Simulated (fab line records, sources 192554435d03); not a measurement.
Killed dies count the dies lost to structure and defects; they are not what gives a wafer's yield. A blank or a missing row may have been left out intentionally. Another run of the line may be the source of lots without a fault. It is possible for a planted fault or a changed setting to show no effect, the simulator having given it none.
Which tool did it? | flow n5 finfet | Sampling: 24 lots, 72 wafers, 5 of 1938 route steps

== WHAT THE GAUGES READ, wafer by wafer ==
N5_BEOL_M5_OVL_MEAS_29. Usual: V4_OVL gives -0.2 nm (standard deviation 0.61).
lot  | measured     | on         | V4_OVL (nm)    | flag
L074 | day 8 03:37  | overlay-01 | 0.8 0.2 0.2    |
L076 | day 8 05:40  | overlay-02 | 1.6 0.9 0.6    |
L075 | day 8 11:37  | overlay-02 | -0.7 0.2 -0.9  |
L077 | day 8 14:45  | overlay-02 | -0.4 -1.5 0.2  |
L078 | day 8 16:57  | overlay-02 | 0.0 -0.3 -0.8  |
L079 | day 9 02:34  | overlay-01 | 0.5 0.3 0.5    |
L080 | day 9 15:33  | overlay-01 | -1.0 -1.5 0.3  |
L082 | day 9 21:41  | overlay-01 | 1.2 0.0 0.6    |
L081 | day 9 21:51  | overlay-02 | -0.4 -0.1 0.2  |
L083 | day 10 06:30 | overlay-01 | 0.2 -0.9 0.1   |
L084 | day 10 18:32 | overlay-01 | 0.1 -0.3 -0.5  |
L085 | day 11 01:42 | overlay-01 | -0.8 -1.2 -0.2 |
L086 | day 11 05:06 | overlay-01 | -0.2 -0.4 0.1  |
L087 | day 11 07:19 | overlay-02 | -1.0 -0.2 -0.7 |
L088 | day 11 11:08 | overlay-02 | 0.0 -1.3 -1.4  |
L089 | day 11 19:44 | overlay-01 | 0.0 0.1 -0.5   |
L090 | day 12 04:44 | overlay-02 | -0.1 -0.4 -0.5 |
L091 | day 12 14:51 | overlay-02 | -0.8 -1.2 -0.6 |
L092 | day 12 16:41 | overlay-02 | -0.1 0.5 -0.1  |
L093 | day 13 05:14 | overlay-01 | 0.4 0.0 -0.5   |
L095 | day 13 14:07 | overlay-02 | 0.9 -0.2 0.2   |
L096 | day 13 14:11 | overlay-01 | -0.1 0.3 0.0   |
L094 | day 13 19:10 | overlay-02 | -0.4 -0.5 -1.1 |
L097 | day 14 05:50 | overlay-01 | -0.5 -0.8 1.0  |

N5_BEOL_M5_INSPECT_30: inspects for defects (brightfield). Usual: raw defect count reads 406 (standard deviation 85).
lot  | measured     | on                | raw defect count | flag
L074 | day 8 03:41  | defect inspect-01 | 316 448 300      |
L076 | day 8 05:44  | defect inspect-01 | 504 466 411      |
L075 | day 8 11:40  | defect inspect-02 | 492 481 519      |
L077 | day 8 14:49  | defect inspect-02 | 349 300 314      |
L078 | day 8 17:00  | defect inspect-02 | 519 379 324      |
L079 | day 9 02:37  | defect inspect-01 | 571 422 501      |
L080 | day 9 15:37  | defect inspect-02 | 406 280 321      |
L082 | day 9 21:44  | defect inspect-02 | 395 265 317      |
L081 | day 9 21:54  | defect inspect-02 | 374 500 449      |
L083 | day 10 06:34 | defect inspect-01 | 485 392 413      |
L084 | day 10 18:35 | defect inspect-02 | 402 397 502      |
L085 | day 11 01:46 | defect inspect-02 | 304 406 355      |
L086 | day 11 05:10 | defect inspect-01 | 440 424 420      |
L087 | day 11 07:22 | defect inspect-02 | 540 415 616      |
L088 | day 11 11:11 | defect inspect-01 | 337 330 340      |
L089 | day 11 19:47 | defect inspect-01 | 208 304 379      |
L090 | day 12 04:47 | defect inspect-01 | 402 490 551      |
L091 | day 12 14:55 | defect inspect-01 | 454 365 329      |
L092 | day 12 16:44 | defect inspect-02 | 308 271 378      |
L093 | day 13 05:17 | defect inspect-01 | 466 506 314      |
L095 | day 13 14:11 | defect inspect-01 | 364 375 314      |
L096 | day 13 14:14 | defect inspect-02 | 315 511 339      |
L094 | day 13 19:14 | defect inspect-02 | 417 403 392      |
L097 | day 14 05:53 | defect inspect-01 | 396 374 409      |

N5_BEOL_M5_CD_MEAS_35: target cd 28 nm, target cd y 24 nm. Usual: cd nm reads 28.2 nm (standard deviation 0.4).
lot  | measured     | on        | cd nm (nm)     | flag
L074 | day 8 04:33  | cd sem-03 | 28.3 27.5 27.9 |
L076 | day 8 06:22  | cd sem-02 | 28.0 28.5 28.5 |
L075 | day 8 12:18  | cd sem-01 | 28.1 27.9 27.8 |
L077 | day 8 15:25  | cd sem-01 | 27.9 28.3 28.1 |
L078 | day 8 17:37  | cd sem-03 | 28.0 28.2 27.9 |
L079 | day 9 03:13  | cd sem-03 | 27.4 27.8 27.8 |
L080 | day 9 16:13  | cd sem-01 | 28.0 27.8 27.9 |
L082 | day 9 22:20  | cd sem-03 | 27.9 27.8 27.8 |
L081 | day 9 22:56  | cd sem-02 | 28.0 28.1 28.7 |
L083 | day 10 07:10 | cd sem-02 | 28.8 28.0 28.7 |
L084 | day 10 19:11 | cd sem-03 | 28.1 28.5 27.7 |
L085 | day 11 02:22 | cd sem-02 | 28.3 28.2 27.6 |
L086 | day 11 05:46 | cd sem-03 | 28.4 28.5 28.8 |
L087 | day 11 07:58 | cd sem-01 | 28.2 27.6 28.5 |
L088 | day 11 11:47 | cd sem-03 | 27.5 27.6 27.6 |
L089 | day 11 20:24 | cd sem-03 | 28.2 28.2 28.1 |
L090 | day 12 05:23 | cd sem-03 | 28.5 27.9 28.5 |
L091 | day 12 15:31 | cd sem-03 | 28.3 28.8 28.4 |
L092 | day 12 17:20 | cd sem-02 | 28.7 28.4 28.5 |
L093 | day 13 05:54 | cd sem-01 | 28.6 28.8 28.6 |
L095 | day 13 14:47 | cd sem-01 | 28.1 28.1 27.8 |
L096 | day 13 14:51 | cd sem-02 | 28.4 28.5 28.5 |
L094 | day 13 19:50 | cd sem-03 | 28.0 28.3 28.1 |
L097 | day 14 06:50 | cd sem-03 | 28.0 27.9 28.6 |

== TOOL THAT RAN EACH LOT (tool first, then ch and the chambers of the sampled wafers, then the start) ==
lot  | N5_BEOL_M5_STRIP_36                | N5_BEOL_M5_TRENCH_ETCH_37
L074 | rie diel-05 ch 1,2,3, day 8 04:12  | rie diel-05 ch 1,2,3, day 8 04:33 or earlier
L076 | rie diel-05 ch 1,2,3, day 8 06:01  | rie diel-05 ch 1,2,3, day 8 06:22 or earlier
L075 | rie diel-05 ch 0,1, day 8 11:55    | rie diel-05 ch 0,1, day 8 12:18 or earlier
L077 | rie diel-04 ch 0,2,3, day 8 15:04  | rie diel-04 ch 0,2,3, day 8 15:25 or earlier
L078 | rie diel-02 ch 0,2, day 8 17:16    | rie diel-02 ch 0,2, day 8 17:37 or earlier
L079 | rie diel-02 ch 1,2,3, day 9 02:53  | rie diel-02 ch 1,2,3, day 9 03:13 or earlier
L080 | rie diel-04 ch 2,3, day 9 15:52    | rie diel-04 ch 2,3, day 9 16:13 or earlier
L082 | rie diel-04 ch 1,2,3, day 9 21:59  | rie diel-04 ch 1,2,3, day 9 22:20 or earlier
L081 | rie diel-04 ch 1,2, day 9 22:35    | rie diel-04 ch 1,2, day 9 22:56 or earlier
L083 | rie diel-04 ch 0,3, day 10 06:49   | rie diel-04 ch 0,3, day 10 07:10 or earlier
L084 | rie diel-02 ch 0,1,2, day 10 18:50 | rie diel-02 ch 0,1,2, day 10 19:11 or earlier
L085 | rie diel-04 ch 0,2,3, day 11 02:01 | rie diel-04 ch 0,2,3, day 11 02:22 or earlier
L086 | rie diel-05 ch 2,3, day 11 05:25   | rie diel-05 ch 2,3, day 11 05:46 or earlier
L087 | rie diel-02 ch 1,2, day 11 07:37   | rie diel-02 ch 1,2, day 11 07:58 or earlier
L088 | rie diel-02 ch 1,3, day 11 11:26   | rie diel-02 ch 1,3, day 11 11:47 or earlier
L089 | rie diel-02 ch 1,2,3, day 11 20:03 | rie diel-02 ch 1,2,3, day 11 20:24 or earlier
L090 | rie diel-04 ch 0,1,3, day 12 05:02 | rie diel-04 ch 0,1,3, day 12 05:23 or earlier
L091 | rie diel-05 ch 0,2,3, day 12 15:10 | rie diel-05 ch 0,2,3, day 12 15:31 or earlier
L092 | rie diel-04 ch 0,3, day 12 16:59   | rie diel-04 ch 0,3, day 12 17:20 or earlier
L093 | rie diel-05 ch 0,2,3, day 13 05:32 | rie diel-05 ch 0,2,3, day 13 05:54 or earlier
L095 | rie diel-02 ch 0,1,3, day 13 14:26 | rie diel-02 ch 0,1,3, day 13 14:47 or earlier
L096 | rie diel-04 ch 0,1,3, day 13 14:30 | rie diel-04 ch 0,1,3, day 13 14:51 or earlier
L094 | rie diel-05 ch 1,3, day 13 19:29   | rie diel-05 ch 1,3, day 13 19:50 or earlier
L097 | rie diel-04 ch 0,3, day 14 06:30   | rie diel-04 ch 0,3, day 14 06:50 or earlier
- N5_BEOL_M5_STRIP_36: strips in N2/H2.
- N5_BEOL_M5_TRENCH_ETCH_37: etches SiCOH lowk in C4F6/O2, target depth 71.652 nm, time 24.7 s.

== AS READ BY THE TOOLS THEMSELVES (means over the sampled wafers that have a number; for cases with no such wafer, the mark the record gives instead) ==
N5_BEOL_M5_STRIP_36. Usual: for drypump motor current A, 5.8 A with a standard deviation of 0.52; for n2 flow sccm, 199.9 sccm with a standard deviation of 0.55; for oes product au, 0.82 a.u. with a standard deviation of 0.099; for power w, 449.8 W with a standard deviation of 1.4; for rf vpp V, 59.3 V with a standard deviation of 1.4; for showerhead plenum p Torr, 2.57 Torr with a standard deviation of 0.083; for throttle valve pct, 23.6 % with a standard deviation of 0.33.
lot  | tool        | drypump motor current A (A) | n2 flow sccm (sccm) | oes product au (a.u.) | power w (W) | rf vpp V (V) | showerhead plenum p Torr (Torr) | throttle valve pct (%) | flag
L074 | rie diel-05 | 6.1                         | 199.4               | 0.83                  | 450.1       | 59.3         | 2.46                            | 23.5                   |
L076 | rie diel-05 | 6.2                         | 199.8               | 0.83                  | 449.4       | 57.6         | 2.46                            | 23.5                   |
L075 | rie diel-05 | 5.5                         | 199.6               | 0.73                  | 449.5       | 59.0         | 2.56                            | 23.8                   |
L077 | rie diel-04 | 5.5                         | 199.5               | 0.77                  | 448.8       | 60.7         | 2.63                            | 23.6                   |
L078 | rie diel-02 | 6.2                         | 200.1               | 0.78                  | 450.6       | 59.6         | 2.51                            | 23.9                   |
L079 | rie diel-02 | 6.5                         | 199.8               | 0.86                  | 449.6       | 60.2         | 2.54                            | 23.8                   |
L080 | rie diel-04 | 5.6                         | 200.2               | 0.76                  | 451.1       | 59.3         | 2.63                            | 23.4                   |
L082 | rie diel-04 | 5.5                         | 200.0               | 0.75                  | 450.2       | 59.7         | 2.63                            | 23.4                   |
L081 | rie diel-04 | 5.6                         | 200.2               | 0.68                  | 450.6       | 59.2         | 2.60                            | 23.6                   |
L083 | rie diel-04 | 5.4                         | 199.9               | 0.96                  | 449.8       | 59.8         | 2.62                            | 23.7                   |
L084 | rie diel-02 | 6.0                         | 199.9               | 0.91                  | 450.0       | 60.0         | 2.58                            | 23.7                   |
L085 | rie diel-04 | 5.5                         | 200.1               | 0.84                  | 449.7       | 59.5         | 2.62                            | 23.5                   |
L086 | rie diel-05 | 6.4                         | 199.6               | 0.80                  | 450.1       | 58.5         | 2.45                            | 23.6                   |
L087 | rie diel-02 | 6.4                         | 200.2               | 0.87                  | 450.4       | 58.9         | 2.51                            | 23.9                   |
L088 | rie diel-02 | 6.4                         | 199.7               | 0.81                  | 449.4       | 58.4         | 2.52                            | 23.7                   |
L089 | rie diel-02 | 6.5                         | 199.4               | 0.82                  | 449.7       | 58.7         | 2.53                            | 23.8                   |
L090 | rie diel-04 | 5.4                         | 200.2               | 0.90                  | 450.9       | 58.6         | 2.63                            | 23.6                   |
L091 | rie diel-05 | 6.1                         | 200.4               | 0.77                  | 447.4       | 59.8         | 2.51                            | 23.7                   |
L092 | rie diel-04 | 5.4                         | 199.2               | 0.89                  | 449.5       | 59.8         | 2.62                            | 23.7                   |
L093 | rie diel-05 | 6.1                         | 200.0               | 0.75                  | 450.9       | 59.2         | 2.51                            | 23.7                   |
L095 | rie diel-02 | 5.9                         | 200.0               | 0.85                  | 449.9       | 59.4         | 2.56                            | 23.6                   |
L096 | rie diel-04 | 5.4                         | 200.0               | 0.89                  | 450.2       | 59.6         | 2.62                            | 23.6                   |
L094 | rie diel-05 | 5.9                         | 199.8               | 0.74                  | 448.1       | 58.8         | 2.43                            | 23.6                   |
L097 | rie diel-04 | 5.4                         | 199.9               | 0.88                  | 449.4       | 59.1         | 2.61                            | 23.7                   |

N5_BEOL_M5_TRENCH_ETCH_37. Usual: drypump motor current A 5.8 A, standard deviation 0.52; oes_f_703_au 0.81 a.u., standard deviation 0.093; oes product au 0.81 a.u., standard deviation 0.098; rf vpp V 660 V, standard deviation 9.4; showerhead plenum p Torr 2.88 Torr, standard deviation 0.092; throttle valve pct 20.86 %, standard deviation 0.23.
lot  | tool        | drypump motor current A (A) | oes_f_703_au (a.u.) | oes product au (a.u.) | rf vpp V (V) | showerhead plenum p Torr (Torr) | throttle valve pct (%) | flag
L074 | rie diel-05 | 6.2                         | 0.83                | 0.82                  | 654          | 2.76                            | 20.80                  |
L076 | rie diel-05 | 6.2                         | 0.84                | 0.82                  | 654          | 2.76                            | 20.79                  |
L075 | rie diel-05 | 5.5                         | 0.74                | 0.73                  | 656          | 2.87                            | 20.81                  |
L077 | rie diel-04 | 5.5                         | 0.78                | 0.77                  | 670          | 2.96                            | 20.94                  |
L078 | rie diel-02 | 6.2                         | 0.78                | 0.77                  | 655          | 2.81                            | 21.11                  |
L079 | rie diel-02 | 6.5                         | 0.81                | 0.83                  | 661          | 2.85                            | 21.06                  |
L080 | rie diel-04 | 5.6                         | 0.79                | 0.76                  | 661          | 2.97                            | 20.85                  |
L082 | rie diel-04 | 5.5                         | 0.77                | 0.76                  | 660          | 2.96                            | 20.79                  |
L081 | rie diel-04 | 5.6                         | 0.69                | 0.69                  | 666          | 2.93                            | 20.98                  |
L083 | rie diel-04 | 5.4                         | 0.94                | 0.95                  | 663          | 2.94                            | 20.84                  |
L084 | rie diel-02 | 6.0                         | 0.88                | 0.90                  | 662          | 2.89                            | 20.90                  |
L085 | rie diel-04 | 5.5                         | 0.84                | 0.84                  | 660          | 2.95                            | 20.86                  |
L086 | rie diel-05 | 6.4                         | 0.81                | 0.80                  | 662          | 2.75                            | 20.80                  |
L087 | rie diel-02 | 6.4                         | 0.82                | 0.85                  | 664          | 2.83                            | 21.05                  |
L088 | rie diel-02 | 6.4                         | 0.76                | 0.79                  | 664          | 2.83                            | 21.02                  |
L089 | rie diel-02 | 6.5                         | 0.78                | 0.81                  | 662          | 2.84                            | 21.08                  |
L090 | rie diel-04 | 5.4                         | 0.90                | 0.91                  | 661          | 2.94                            | 20.71                  |
L091 | rie diel-05 | 6.1                         | 0.78                | 0.77                  | 659          | 2.81                            | 20.85                  |
L092 | rie diel-04 | 5.4                         | 0.88                | 0.89                  | 662          | 2.94                            | 20.87                  |
L093 | rie diel-05 | 6.1                         | 0.78                | 0.76                  | 659          | 2.80                            | 20.86                  |
L095 | rie diel-02 | 5.9                         | 0.83                | 0.84                  | 664          | 2.88                            | 20.86                  |
L096 | rie diel-04 | 5.4                         | 0.87                | 0.89                  | 661          | 2.94                            | 20.73                  |
L094 | rie diel-05 | 5.8                         | 0.76                | 0.74                  | 653          | 2.73                            | 20.83                  |
L097 | rie diel-04 | 5.4                         | 0.86                | 0.87                  | 662          | 2.93                            | 20.90                  |

== THE ANSWER, worked out from the rows above alone ==
Rule: a lot is off if the mean of its wafers that have a number lies more than 3 standard deviations from the usual mean. A lot without any number at a reading at which 4 lots or more have one is off too. Any other lot the step has rows for is counted as sound. First the gauges in route order, then the tools' own readings, where a lot's mean is used as printed above. At the first step where some lot is off, the reading lying furthest off is the one used; lots without a number count as furthest.
No lot is off on any of the readings shown, so nothing can be concluded from this.

== WHAT HAD BEEN PUT IN BY THE SIMULATOR ==
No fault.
